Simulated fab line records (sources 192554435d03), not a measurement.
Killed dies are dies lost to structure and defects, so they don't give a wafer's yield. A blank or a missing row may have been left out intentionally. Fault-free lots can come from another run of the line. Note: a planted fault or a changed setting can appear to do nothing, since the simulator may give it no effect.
Matching of chambers + flow n5-finfet + 4 sister chambers for N5_FIN_CUT_STRIP_22 on rie-diel-04
The step strips in N2/H2. 8 wafers are shown with their chamber, then 7 later ones without.

== WAFERS PAIRED WITH THEIR CHAMBERS ==
| wafer  | chamber | showerhead-plenum-p-Torr (Torr) | throttle-valve-pct (%) |
|--------|---------|---------------------------------|------------------------|
| L074.3 | 1       | 3.42                            | 18.70                  |
| L078.2 | 0       | 3.12                            | 18.87                  |
| L078.3 | 1       | 3.41                            | 18.77                  |
| L078.6 | 0       | 3.12                            | 18.88                  |
| L091.1 | 3       | 3.30                            | 18.82                  |
| L091.6 | 3       | 3.30                            | 18.84                  |
| L093.1 | 2       | 3.43                            | 19.16                  |
| L093.4 | 2       | 3.43                            | 19.14                  |

== WAFERS WITHOUT THEIR CHAMBER ==
| wafer  | showerhead-plenum-p-Torr (Torr) | throttle-valve-pct (%) |
|--------|---------------------------------|------------------------|
| L093.6 | 3.11                            | 18.92                  |
| L095.2 | 3.43                            | 19.09                  |
| L095.4 | 3.11                            | 18.91                  |
| L095.5 | 3.40                            | 18.78                  |
| L096.3 | 3.11                            | 18.93                  |
| L096.4 | 3.43                            | 19.15                  |
| L096.6 | 3.11                            | 18.92                  |

== CHAMBER TAKEN BY EACH ==
| wafer  | from the rows above | in truth |
|--------|---------------------|----------|
| L093.6 | 0                   | 0        |
| L095.2 | 2                   | 2        |
| L095.4 | 0                   | 0        |
| L095.5 | 1                   | 1        |
| L096.3 | 0                   | 0        |
| L096.4 | 2                   | 2        |
| L096.6 | 0                   | 0        |
Correctly placed: 7 of 7. Can't be placed from these rows: 0. 0 placed wrongly.
How it was worked out, from the rows above alone: a wafer's distance from a chamber is the root of the sum, over the readings, of the square of ((its reading less the chamber's mean) divided by the reading's scatter). If the next closest chamber is less than 2 further off than the closest, the wafer can't be placed; otherwise it belongs to the closest. A chamber's mean is the mean of its shown wafers. The scatter is the square root of a quotient: the sum, over the shown wafers, of each reading's squared deviation from its chamber's mean, divided by wafers minus chambers.
